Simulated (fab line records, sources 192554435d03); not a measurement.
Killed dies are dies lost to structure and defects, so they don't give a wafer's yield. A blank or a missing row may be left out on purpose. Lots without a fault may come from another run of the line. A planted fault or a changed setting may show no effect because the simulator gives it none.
fab line records | flow n5_finfet
record lots=10 wafers=27 last_day=18
route steps=1938 shown BEOL_M7@1266 BEOL_M8@1332 PASSIVATION@1936
lots that met no fault: from a run of the same line without faults
start_h: hours from the record's first day to the start of the lot's first wafer shown | wait_h: hours since the lot's step before | " the same as in the row above | L1.1+2: a row that stands for several wafers | - no value, or no start given | * or withheld: withheld | < > ~ a bound
route shown NAME@n: a module of which the file shows steps, and the number in the route of the first | usual: mean/standard deviation of fault-free wafers | same: alike in all rows | chamber/n: place in a boat | sites: the reading at each site | _std_site: their standard deviation | _edge_site: outer sites' mean less inner sites' | radius_mm: how far each site lies from the wafer's centre | mask NAME#n: copy n | behind: the tool/chamber that last shaped the wafer | hold: why the lot was held/for how many hours/how that ended | device: the transistor (n, p or np) that didn't switch | end of line: the same wafers' tests at the end of the route | a step without rows: its recipe alone | killed: dies lost to structure and defects at the first sort, not the wafer's yield | map: a wafer's dies, x killed, . not, _ none there
set.NAME: the setting as run; set.NAME@STEP: as run at that earlier step | model.NAME: the simulator's own value behind a step, which no gauge read
steps of the route over a sample of lots; a table a step, a row a wafer
services: from which hour (start_h, from the record's first day; less than 0 if before it) a tool's chamber was out of use, for how many hours, and why
## steps
# step N5_BEOL_M7_PECVD_70
# recipe material=SiO2 target_thk_a=200 temp_c=400 precursor=TEOS/O2 pressure_torr=5.5 rf_w=450 teos_flow_sccm=53.8 gas=O2 flow_sccm=3000 time_s=22.7
# usual heater_power_outer_w=426/83 heater_power_w=726/120 showerhead_plenum_p_Torr=8.76/0.064 showerhead_vpp_V=1313/55 throttle_valve_pct=22.3/0.81
# columns lot.wafer tool chamber start_h wait_h heater_power_outer_w heater_power_w showerhead_plenum_p_Torr showerhead_vpp_V throttle_valve_pct
L244.2 pecvd-01 2 181.05 0.0 604 1023 8.70 1269 22.8
L244.4 " 1 " " 422 773 8.69 1253 22.5
L244.6 " 2 " " 604 1002 8.69 1267 22.6
L246.1 pecvd-01 1 207.93 0.0 394 689 8.65 1250 22.5
L246.4 " 0 " " 408 685 8.69 1307 21.6
L246.6 " 1 " " 373 683 8.67 1276 22.5
L248.1 pecvd-03 1 211.31 0.0 381 710 8.81 1353 21.6
L248.2 " 0 " " 467 763 8.83 1273 22.9
L248.3 " 2 " " 526 860 8.79 1212 22.7
L254.1 pecvd-02 0 265.66 0.0 399 686 8.81 1344 23.2
L254.2 " 1 " " 367 661 8.74 1373 21.8
L254.5 " 1 " " 362 665 8.75 1385 22.1
L259.3 pecvd-01 1 292.83 0.0 378 693 8.66 1270 22.5
L259.4 " 1 " " 392 699 8.65 1274 22.4
L258.3 pecvd-01 0 294.75 0.0 398 664 8.73 1297 21.7
L258.6 " 2 " " 606 984 8.72 1254 22.9
L260.3 pecvd-01 0 301.07 0.0 409 696 8.70 1297 21.8
L260.6 " 2 " " 603 994 8.70 1241 23.4
L264.3 pecvd-03 1 332.33 0.1 426 779 8.79 1362 21.7
L264.5 " 2 " " 488 780 8.81 1223 22.5
L264.6 " 1 " " 421 760 8.81 1335 21.6
L265.1 pecvd-02 0 340.65 0.0 386 682 8.81 1361 23.7
L265.4 " 2 " " 370 624 8.83 1393 20.7
L265.5 " 1 " " 330 596 8.74 1350 22.4
L266.1 pecvd-03 2 349.45 0.0 507 851 8.79 1238 22.7
L266.5 " 2 " " 512 841 8.79 1217 22.5
L266.6 " 1 " " 473 812 8.82 1352 21.8
# step N5_BEOL_M7_ETCH_72
# recipe chemistry=N2/H2 target=underlayer target_depth_a=65 mask_material=CAR-EUV time_s=5.2 ion_energy_ev=200 pressure_mtorr=30 source_w=840 bias_w=150 n2_flow_sccm=200 h2_flow_sccm=200 ends=cleared
# usual drypump_motor_current_A=5.7/0.46 etch_rf_on_time_s=5.16/0.12 h2_flow_sccm=199.9/0.65 oes_product_au=0.67/0.086 rf_vpp_V=524.0/2.9 showerhead_plenum_p_Torr=2.54/0.085 throttle_valve_pct=17.9/0.31
# columns lot.wafer tool chamber start_h wait_h drypump_motor_current_A etch_rf_on_time_s h2_flow_sccm oes_product_au rf_hours_counter_h rf_vpp_V showerhead_plenum_p_Torr throttle_valve_pct
L244.2 rie_diel-03 1 185.00 0.0 5.7 5.10 200.6 0.64 184 517.6 2.44 18.2
L244.4 " 0 " " 5.7 5.16 199.2 0.62 223 526.8 2.62 18.3
L244.6 " 1 " " 5.7 5.10 199.3 0.65 - 519.7 2.44 18.2
L246.1 rie_diel-03 3 212.24 0.0 5.1 5.08 199.3 0.63 209 523.5 2.53 18.2
L246.4 " 0 " " 5.7 5.15 201.1 0.62 230 525.1 2.61 18.3
L246.6 " 1 " " 5.7 5.07 200.0 0.62 - 521.1 2.44 18.3
L248.1 rie_diel-03 3 215.31 0.0 5.1 5.06 199.8 0.62 210 524.8 2.53 18.1
L248.2 " 1 " " 5.7 5.10 198.8 0.63 194 518.9 2.44 18.2
L248.3 " 2 " " 5.3 5.13 200.1 0.60 241 525.8 2.59 18.0
L254.1 rie_diel-01 2 270.29 0.0 5.7 5.05 199.6 0.87 0 521.0 2.48 17.7
L254.2 " 0 " " 5.6 5.22 200.6 0.72 60 524.2 2.57 17.5
L254.5 " 2 " " 5.7 5.03 200.4 0.87 - 524.0 2.48 17.8
L259.3 rie_diel-01 1 294.76 0.0 6.6 5.16 200.9 0.84 1 528.0 2.71 17.3
L259.4 " 0 " " 5.5 5.27 199.5 0.71 68 522.3 2.56 17.5
L258.3 rie_diel-02 0 297.72 0.0 5.2 5.50 200.0 0.67 66 521.6 2.47 17.8
L258.6 " 3 " " 5.5 5.30 201.7 0.72 - 528.3 2.65 17.5
L260.3 rie_diel-03 0 304.08 0.0 5.7 4.96 199.6 0.85 6 525.4 2.60 17.8
L260.6 " 2 " " 5.3 5.09 199.7 0.83 - 526.4 2.58 17.5
L264.3 rie_diel-02 2 336.07 0.0 5.6 5.21 199.9 0.83 0 528.4 2.71 17.4
L264.5 " 2 " " 5.6 5.20 200.5 0.84 - 528.6 2.71 17.4
L264.6 " 0 " " 5.3 5.54 198.8 0.66 - 520.3 2.47 17.8
L265.1 rie_diel-02 3 344.54 0.0 5.5 5.24 199.9 0.70 95 528.7 2.64 17.5
L265.4 " 0 " " 5.3 5.54 201.0 0.66 83 521.1 2.46 17.8
L265.5 " 2 " " 5.6 5.18 199.5 0.81 - 531.4 2.71 17.4
L266.1 rie_diel-01 0 358.02 0.0 5.5 5.32 199.7 0.69 85 525.5 2.56 17.5
L266.5 " 3 " " 6.6 5.18 199.1 0.59 - 525.6 2.63 18.3
L266.6 " 2 " " 5.7 5.07 199.4 0.79 - 524.1 2.47 17.8
# step N5_BEOL_M7_DEGAS_44
# recipe ambient=vacuum temp_c=250 time_s=60
# usual heater_power_w=321/28
# columns lot.wafer tool chamber start_h wait_h heater_power_w
L244.2 pvd_sputter-01 - 185.98 0.3 282
L244.4 " - " " 342
L244.6 " - " " 349
L246.1 pvd_sputter-03 - 213.41 0.5 311
L246.4 " - " " 353
L246.6 " - " " 298
L248.1 pvd_sputter-03 - 216.70 0.7 304
L248.2 " - " " 357
L248.3 " - " " 340
L254.1 pvd_sputter-03 - 271.44 0.5 314
L254.2 " - " " 306
L254.5 " - " " 311
L259.3 pvd_sputter-01 - 298.13 2.3 295
L259.4 " - " " 348
L258.3 pvd_sputter-01 - 298.81 0.4 321
L258.6 " - " " 279
L260.3 pvd_sputter-03 - 305.95 0.5 354
L260.6 " - " " 346
L264.3 pvd_sputter-02 - 337.38 0.6 348
L264.5 " - " " 354
L264.6 " - " " 326
L265.1 pvd_sputter-01 - 345.62 0.4 294
L265.4 " - " " 335
L265.5 " - " " 347
L266.1 pvd_sputter-03 - 358.95 0.3 294
L266.5 " - " " 303
L266.6 " - " " 311
# step N5_BEOL_M7_CMP_52
# recipe stop_on=SiCOH_lowk t_overpolish_s=6.9 down_force_psi=1 platen_rpm=50 clearing_platen_down_force_psi=1.5 clearing_platen_rpm=50 post_cmp_clean=cu_alkaline target_thk_nm=80 clearing_platen_pad_velocity_m_s=0.99484 pad_velocity_m_s=0.99484
# usual barrier_field_endpoint_s=29.5/0.83 edge_zone_pressure_frac=1.000/0.0045 motor_current_A=6.1/0.59
# columns lot.wafer tool chamber start_h wait_h barrier_field_endpoint_s edge_zone_pressure_frac motor_current_A
L244.4 cmp-02 2 187.51 0.1 28.8 1.003 6.7
L244.2 " 0 " " 27.6 1.004 6.7
L244.6 " 2 " " 29.8 1.007 6.3
L246.1 cmp-01 3 214.94 0.3 28.5 0.991 5.5
L246.4 " 1 " " 29.3 0.992 5.0
L246.6 " 2 " " 29.2 0.999 5.5
L248.1 cmp-04 1 217.93 0.3 29.7 0.994 6.1
L248.3 " 2 " " 30.4 0.999 6.2
L248.2 " 3 " " 31.1 1.001 6.2
L254.1 cmp-01 0 272.96 0.3 29.9 1.009 5.6
L254.2 " 2 " " 29.4 0.999 6.0
L254.5 " 3 " " 28.9 1.001 5.4
L259.4 cmp-01 1 299.31 0.1 29.8 0.998 5.3
L259.3 " 2 " " 39.4 1.000 5.6
L258.3 cmp-01 3 300.03 0.3 38.2 0.998 5.2
L258.6 " 2 " " 39.2 1.007 5.6
L260.3 cmp-01 2 307.37 0.3 37.3 0.999 5.7
L260.6 " 1 " " 38.3 1.002 5.2
L264.3 cmp-04 0 338.91 0.2 30.7 0.997 6.1
L264.5 " 0 " " 30.4 0.995 5.9
L264.6 " 1 " " 31.3 0.999 5.7
L265.1 cmp-02 3 347.13 0.3 30.0 0.998 7.0
L265.4 " 0 " " 28.4 0.996 7.0
L265.5 " 0 " " 30.0 0.994 6.7
L266.1 cmp-04 3 362.07 0.4 29.5 1.004 6.3
L266.5 " 0 " " 29.8 0.996 6.2
L266.6 " 1 " " 29.8 1.007 6.0
# step N5_BEOL_M8_ILD_DEP_00
# recipe material=SiCOH_lowk target_thk_a=1797.5 temp_c=300 precursor=DEMS/porogen pressure_torr=5 rf_w=500 time_s=33.4
# usual heater_power_outer_w=154/33 heater_power_w=330/52 showerhead_plenum_p_Torr=5.733/0.013 showerhead_vpp_V=1330/46 throttle_valve_pct=13.9/1
# columns lot.wafer tool chamber start_h wait_h heater_power_outer_w heater_power_w showerhead_plenum_p_Torr showerhead_vpp_V throttle_valve_pct
L244.2 pecvd-04 2 188.02 0.0 171 352 5.726 1310 12.9
L244.4 " 1 " " 123 260 5.737 1266 12.9
L244.6 " 2 " " 171 360 5.733 1300 12.8
L246.1 pecvd-04 2 215.39 0.0 150 320 5.721 1325 13.2
L246.4 " 2 " " 154 332 5.740 1316 13.1
L246.6 " 1 " " 147 293 5.742 1264 13.2
L248.1 pecvd-04 2 218.45 0.0 158 328 5.724 1322 13.1
L248.2 " 1 " " 137 278 5.738 1256 12.9
L248.3 " 2 " " 156 339 5.728 1294 13.2
L254.1 pecvd-03 2 273.41 0.0 216 414 5.751 1283 14.0
L254.2 " 1 " " 131 313 5.741 1419 13.7
L254.5 " 1 " " 135 316 5.745 1456 13.5
L259.3 pecvd-04 1 299.80 0.0 145 277 5.742 1266 13.4
L259.4 " 2 " " 176 353 5.738 1316 13.1
L258.3 pecvd-01 1 300.44 0.0 168 349 5.713 1332 14.1
L258.6 " 2 " " 229 460 5.720 1341 14.0
L260.3 pecvd-04 0 307.78 0.0 141 332 5.726 1375 15.7
L260.6 " 2 " " 144 320 5.727 1322 13.2
L264.3 pecvd-03 2 339.42 0.1 211 424 5.745 1304 14.1
L264.5 " 1 " " 176 366 5.738 1445 13.5
L264.6 " 2 " " 217 422 5.758 1285 14.2
L265.1 pecvd-03 1 347.62 0.0 129 301 5.740 1413 13.4
L265.4 " 1 " " 138 314 5.739 1460 13.7
L265.5 " 1 " " 141 322 5.733 1437 13.2
L266.1 pecvd-04 2 362.44 0.0 163 339 5.725 1315 13.3
L266.5 " 1 " " 138 274 5.757 1288 13.4
L266.6 " 0 " " 103 287 5.720 1369 15.8
# step N5_PASSIVATION_PROBE_49
# usual defect_limited_yield=91.1/1.5 killed_at_M0_to_M3=37/11 killed_at_M4_up=13/5.6 killed_at_contacts=12/5.6 killed_at_front_end=39/11 killed_at_other=4/3.1 killed_dies=105/18 killed_open=69/13 killed_short=35/7.4 sort_bin_4_leakage=0.00/0.022 sort_bin_5_function=5.1/0.92 sort_bin_6_memory=3.4/0.76 sort_bin_8_speed=0.02/0.11 sort_n_pass=1075/18 sort_yield_pct=91.1/1.5
# same gross_dies=1180 killed_at_back_side=0
# columns lot.wafer tool chamber start_h wait_h defect_limited_yield[%] killed_at_M0_to_M3 killed_at_M4_up killed_at_contacts killed_at_front_end killed_at_other killed_dies killed_open killed_short sort_bin_4_leakage[%] sort_bin_5_function[%] sort_bin_6_memory[%] sort_bin_8_speed[%] sort_n_pass sort_yield_pct[%]
L244.2 prober-02 - 269.13 0.1 90.7 42 10 14 43 1 110 80 30 0.08 5.4 3.4 0 1069 90.6
L244.4 prober-02 - 269.23 0.2 92.9 23 11 16 32 2 84 57 27 0 4.5 2.3 0 1096 92.9
L244.6 prober-02 - 269.33 0.3 93.0 19 10 13 41 0 83 52 31 0 3.6 3.0 0 1097 93.0
L248.1 prober-01 - 290.39 0.0 89.2 24 25 15 62 2 128 79 40 0 6.4 3.4 0 1052 89.2
L248.2 prober-01 - 290.44 0.1 93.8 17 16 11 23 6 73 44 28 0 4.2 1.6 0.08 1106 93.7
L248.3 prober-01 - 290.49 0.1 92.2 30 21 8 33 0 92 59 30 0 4.6 2.8 0 1088 92.2
L246.1 prober-01 - 296.91 0.7 90.4 33 23 8 43 6 113 73 28 0 5.3 3.4 0 1067 90.4
L246.4 prober-01 - 297.06 0.8 91.7 45 13 8 28 4 98 62 36 0 4.8 3.3 0 1082 91.7
L246.6 prober-01 - 297.16 0.9 91.4 37 11 15 35 3 101 70 29 0 5.1 3.4 0 1079 91.4
L254.1 prober-02 - 349.16 0.0 92.0 34 13 20 26 1 94 66 28 0 5.0 2.7 0 1086 92.0
L254.2 prober-02 - 349.21 0.1 90.5 40 7 30 33 2 112 71 41 0 5.3 3.6 0 1068 90.5
L254.5 prober-02 - 349.36 0.2 90.3 46 11 17 31 10 115 75 40 0 5.3 4.0 0 1065 90.3
L258.3 prober-01 - 378.01 0.1 89.3 50 20 19 36 1 126 83 43 0 6.3 4.1 0 1054 89.3
L258.6 prober-01 - 378.16 0.3 91.7 26 7 11 54 0 98 61 37 0 5.0 3.2 0 1082 91.7
L259.3 prober-02 - 390.29 0.1 91.9 27 11 11 46 1 96 58 38 0 4.6 3.2 0 1084 91.9
L259.4 prober-02 - 390.34 0.2 91.4 36 16 14 34 1 101 62 37 0 5.3 3.0 0 1079 91.4
L260.3 prober-02 - 395.27 0.1 93.5 18 9 12 34 4 77 49 27 0 4.2 1.9 0 1103 93.5
L260.6 prober-02 - 395.42 0.3 91.0 35 15 7 47 2 106 73 32 0 5.4 3.5 0 1074 91.0
# killed by level:class
L244.2 BEOL_M0_SAQP:geometric_particle:open=12 MOL_CONTACT_COAG:geometric_particle:open=11 BEOL_M2:geometric_particle:open=11 DUMMY_GATE:geometric_particle:open=9 STI_FIN_REVEAL:geometric_particle:open=7 GATE_CUT:geometric_particle:short=7 GATE_CUT:geometric_particle:open=6 BEOL_M3:geometric_particle:open=5
L244.4 MOL_CONTACT_COAG:geometric_particle:open=12 BEOL_M2:geometric_particle:open=9 GATE_CUT:geometric_particle:short=7 GATE_CUT:geometric_particle:open=6 FIN_SAQP:geometric_particle:open=4 MOL_CONTACT_COAG:geometric_particle:short=4 BEOL_M0_SAQP:geometric_particle:open=4 BEOL_M3:geometric_particle:open=4
L244.6 MOL_CONTACT_COAG:geometric_particle:open=10 GATE_CUT:geometric_particle:short=9 FIN_SAQP:geometric_particle:short=8 BEOL_M1:geometric_particle:open=6 DUMMY_GATE:geometric_particle:open=5 FIN_SAQP:geometric_particle:open=4 STI_FIN_REVEAL:geometric_particle:open=4 BEOL_M2:geometric_particle:open=4
L248.1 BEOL_M4:geometric_particle:open=18 MOL_CONTACT_COAG:geometric_particle:open=13 STI_FIN_REVEAL:geometric_particle:open=12 FIN_SAQP:geometric_particle:short=11 BEOL_M0_SAQP:geometric_particle:short=9 FIN_SAQP:geometric_particle:open=8 HKMG_FIN:area_etch=8 GATE_CUT:geometric_particle:short=6
L248.2 MOL_CONTACT_COAG:geometric_particle:open=9 BEOL_M4:geometric_particle:open=8 BEOL_M0_SAQP:geometric_particle:short=6 BEOL_M1:geometric_particle:open=6 FIN_SAQP:geometric_particle:short=5 PAD_METAL:geometric_particle:short=5 DUMMY_GATE:geometric_particle:open=4 BEOL_M0_SAQP:geometric_particle:open=4
L248.3 BEOL_M0_SAQP:geometric_particle:open=12 FIN_SAQP:geometric_particle:short=10 BEOL_M4:geometric_particle:open=9 STI_FIN_REVEAL:geometric_particle:open=7 MOL_CONTACT_COAG:geometric_particle:open=7 BEOL_M0_SAQP:geometric_particle:short=7 BEOL_M2:geometric_particle:short=4 BEOL_M3:geometric_particle:open=4
L246.1 STI_FIN_REVEAL:geometric_particle:open=11 DUMMY_GATE:geometric_particle:open=9 BEOL_M2:geometric_particle:open=9 HKMG_FIN:area_etch=8 GATE_CUT:geometric_particle:short=7 MOL_CONTACT_COAG:geometric_particle:open=7 BEOL_M7:geometric_particle:open=7 BEOL_M0_SAQP:geometric_particle:short=6
L246.4 BEOL_M0_SAQP:geometric_particle:short=10 BEOL_M3:geometric_particle:open=9 STI_FIN_REVEAL:geometric_particle:open=7 BEOL_M1:geometric_particle:open=6 BEOL_M2:geometric_particle:open=6 MOL_CONTACT_COAG:geometric_particle:open=5 GATE_CUT:geometric_particle:open=4 BEOL_M0_SAQP:geometric_particle:open=4
L246.6 MOL_CONTACT_COAG:geometric_particle:open=12 GATE_CUT:geometric_particle:open=8 BEOL_M0_SAQP:geometric_particle:short=7 BEOL_M0_SAQP:geometric_particle:open=7 BEOL_M1:geometric_particle:open=7 BEOL_M2:geometric_particle:open=7 STI_FIN_REVEAL:geometric_particle:open=5 FIN_SAQP:geometric_particle:open=4
L254.1 MOL_CONTACT_COAG:geometric_particle:open=17 BEOL_M4:geometric_particle:open=10 BEOL_M3:geometric_particle:open=8 BEOL_M0_SAQP:geometric_particle:short=7 BEOL_M0_SAQP:geometric_particle:open=5 BEOL_M1:geometric_particle:short=5 FIN_SAQP:geometric_particle:open=4 GATE_CUT:geometric_particle:short=4
L254.2 MOL_CONTACT_COAG:geometric_particle:open=24 BEOL_M0_SAQP:geometric_particle:short=13 BEOL_M3:geometric_particle:open=10 BEOL_M0_SAQP:geometric_particle:open=8 FIN_SAQP:geometric_particle:open=7 DUMMY_GATE:geometric_particle:open=6 MOL_CONTACT_COAG:geometric_particle:short=6 BEOL_M1:geometric_particle:open=5
L254.5 BEOL_M0_SAQP:geometric_particle:open=17 MOL_CONTACT_COAG:geometric_particle:open=14 BEOL_M3:geometric_particle:open=8 BEOL_M0_SAQP:geometric_particle:short=7 FIN_SAQP:geometric_particle:open=5 GATE_CUT:geometric_particle:short=5 BEOL_M2:geometric_particle:short=5 ILD0:geometric_particle:short=4
L258.3 MOL_CONTACT_COAG:geometric_particle:open=16 BEOL_M0_SAQP:geometric_particle:open=14 FIN_SAQP:geometric_particle:short=11 BEOL_M0_SAQP:geometric_particle:short=10 BEOL_M4:geometric_particle:open=10 BEOL_M2:geometric_particle:open=9 BEOL_M3:geometric_particle:open=8 FIN_SAQP:geometric_particle:open=6
L258.6 FIN_SAQP:geometric_particle:short=14 FIN_SAQP:geometric_particle:open=10 MOL_CONTACT_COAG:geometric_particle:open=9 STI_FIN_REVEAL:geometric_particle:open=6 BEOL_M1:geometric_particle:open=6 BEOL_M3:geometric_particle:open=6 STARTING-WAFER:geometric_particle:short=6 DUMMY_GATE:geometric_particle:open=5
L259.3 STI_FIN_REVEAL:geometric_particle:open=13 FIN_SAQP:geometric_particle:short=12 FIN_SAQP:geometric_particle:open=9 MOL_CONTACT_COAG:geometric_particle:open=7 BEOL_M4:geometric_particle:open=6 GATE_CUT:geometric_particle:short=6 BEOL_M3:geometric_particle:open=6 BEOL_M0_SAQP:geometric_particle:short=5
L259.4 MOL_CONTACT_COAG:geometric_particle:open=12 BEOL_M0_SAQP:geometric_particle:short=12 GATE_CUT:geometric_particle:short=10 STI_FIN_REVEAL:geometric_particle:open=8 BEOL_M3:geometric_particle:open=7 BEOL_M2:geometric_particle:open=6 BEOL_M4:geometric_particle:open=6 FIN_SAQP:geometric_particle:short=4
L260.3 MOL_CONTACT_COAG:geometric_particle:open=11 GATE_CUT:geometric_particle:short=7 FIN_SAQP:geometric_particle:open=6 FIN_SAQP:geometric_particle:short=6 DUMMY_GATE:geometric_particle:open=5 BEOL_M0_SAQP:geometric_particle:open=5 BEOL_M0:geometric_particle:open=4 BEOL_M1:geometric_particle:open=4
L260.6 BEOL_M0_SAQP:geometric_particle:open=15 FIN_SAQP:geometric_particle:open=13 BEOL_M0_SAQP:geometric_particle:short=8 GATE_CUT:geometric_particle:short=7 GATE_CUT:geometric_particle:open=7 MOL_CONTACT_COAG:geometric_particle:open=6 STI_FIN_REVEAL:geometric_particle:open=5 BEOL_M4:geometric_particle:open=5
## services
# columns tool chamber start_h hours kind
pecvd-02 - 183.88 14.6 pm
pecvd-01 2 185.92 28.9 repair
cmp-01 - 199.59 4.0 pm
rie_diel-02 - 204.96 14.6 pm
cmp-02 - 212.30 1.2 repair
rie_diel-01 3 218.89 5.0 repair
rie_diel-02 0 225.17 5.2 repair
cmp-04 - 226.17 0.8 repair
rie_diel-01 2 237.75 12.4 repair
cmp-02 - 240.29 1.6 repair
cmp-04 - 247.55 1.4 repair
cmp-01 - 252.12 1.1 repair
pecvd-02 - 271.91 2.8 pm
pecvd-03 - 275.45 6.0 pm
cmp-04 - 277.06 6.8 pm
cmp-02 - 282.76 1.0 repair
pecvd-01 - 283.28 4.3 pm
cmp-01 - 288.05 0.5 repair
rie_diel-02 2 301.04 12.7 repair
cmp-02 - 313.07 4.0 pm
cmp-02 - 317.07 3.0 pm
rie_diel-01 1 326.94 2.6 repair
rie_diel-02 1 334.58 3.1 repair
pvd_sputter-03 - 348.61 9.2 repair
## key
first_sign step=N5_BEOL_M7_CMP_52 reading=barrier_field_endpoint_s direction=up sigmas=11 usual=29.5 struck=38.5
effect none on later readings
met_at N5_BEOL_M7_PECVD_70
struck_lots L258,L259,L260
struck_wafers L258.3,L258.6,L259.3,L260.3,L260.6
not_acting_at N5_BEOL_M7_ETCH_72,N5_BEOL_M7_DEGAS_44,N5_BEOL_M8_ILD_DEP_00
onset_between 207.93 292.83
fault kind=process_parameter_drift tool=pecvd-01 chamber=- onset_h=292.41 steps=N5_BEOL_M7_PECVD_70 channel=time_s offset=* shape=step end_h=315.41 scope=struck_wafers_only acts_in=* stated=*
